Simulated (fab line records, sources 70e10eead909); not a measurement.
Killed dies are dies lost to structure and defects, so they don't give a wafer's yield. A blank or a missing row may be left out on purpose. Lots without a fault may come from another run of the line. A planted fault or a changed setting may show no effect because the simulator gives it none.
Which tool did it? | flow nand_harc | 14 lots, 42 wafers sampled, at 1 step of a route of 1302

WHAT THE GAUGES READ, wafer by wafer
NHARC_P_GATE_CD_MEAS_11: target cd 1640 nm. Usual: cd_nm 1640.7 nm, standard deviation 1.9.
lot  | measured     | on        | cd_nm (nm)           | flag
L665 | day 5 10:13  | cd_sem-01 | 1640.0 1640.5 1642.0 |
L666 | day 5 16:49  | cd_sem-02 | 1638.1 1644.2 1642.7 |
L667 | day 5 23:30  | cd_sem-01 | 1642.3 1642.3 1639.9 |
L670 | day 7 09:13  | cd_sem-02 | 1643.9 1639.7 1645.0 |
L676 | day 9 17:04  | cd_sem-02 | 1640.2 1641.9 1642.3 |
L677 | day 10 10:40 | cd_sem-03 | 1639.4 1637.3 1637.8 |
L678 | day 10 10:43 | cd_sem-02 | 1639.4 1643.4 1641.9 |
L679 | day 10 23:36 | cd_sem-01 | 1641.2 1641.3 1643.5 |
L680 | day 11 14:10 | cd_sem-02 | 1641.6 1641.0 1643.1 |
L681 | day 11 22:10 | cd_sem-02 | 1640.4 1638.4 1640.4 |
L682 | day 12 04:37 | cd_sem-03 | 1639.8 1638.2 1641.3 |
L683 | day 12 17:40 | cd_sem-01 | 1640.1 1638.8 1641.8 |
L685 | day 13 15:55 | cd_sem-03 | 1639.5 1639.0 1639.2 |
L686 | day 13 23:22 | cd_sem-02 | 1641.7 1640.1 1638.9 |

WHICH TOOL RAN EACH LOT (tool, then ch and the chambers of the sampled wafers, then the start)
The record holds no process step before these readings.

WHAT THE TOOLS THEMSELVES READ (means of the sampled wafers that have a number; where no wafer has one, the mark that the record gives instead)
The record holds no such reading with a usual standard deviation.

THE ANSWER, worked out from the rows above alone
Rule: a lot is off if the mean of its wafers that have a number lies more than 3 standard deviations from the usual mean. A lot without any number at a reading at which 4 lots or more have one is off too. The other lots that the step has rows for count as sound. The gauges are gone through in route order, then the tools' own readings, and for those a lot's mean is taken as printed above. The first step at which some lot is off is used, and at that step the reading that is off furthest; a lot without a number counts as furthest.
No lot is off at any reading shown: from this, nothing can be told.

WHAT THE SIMULATOR HAD PUT IN
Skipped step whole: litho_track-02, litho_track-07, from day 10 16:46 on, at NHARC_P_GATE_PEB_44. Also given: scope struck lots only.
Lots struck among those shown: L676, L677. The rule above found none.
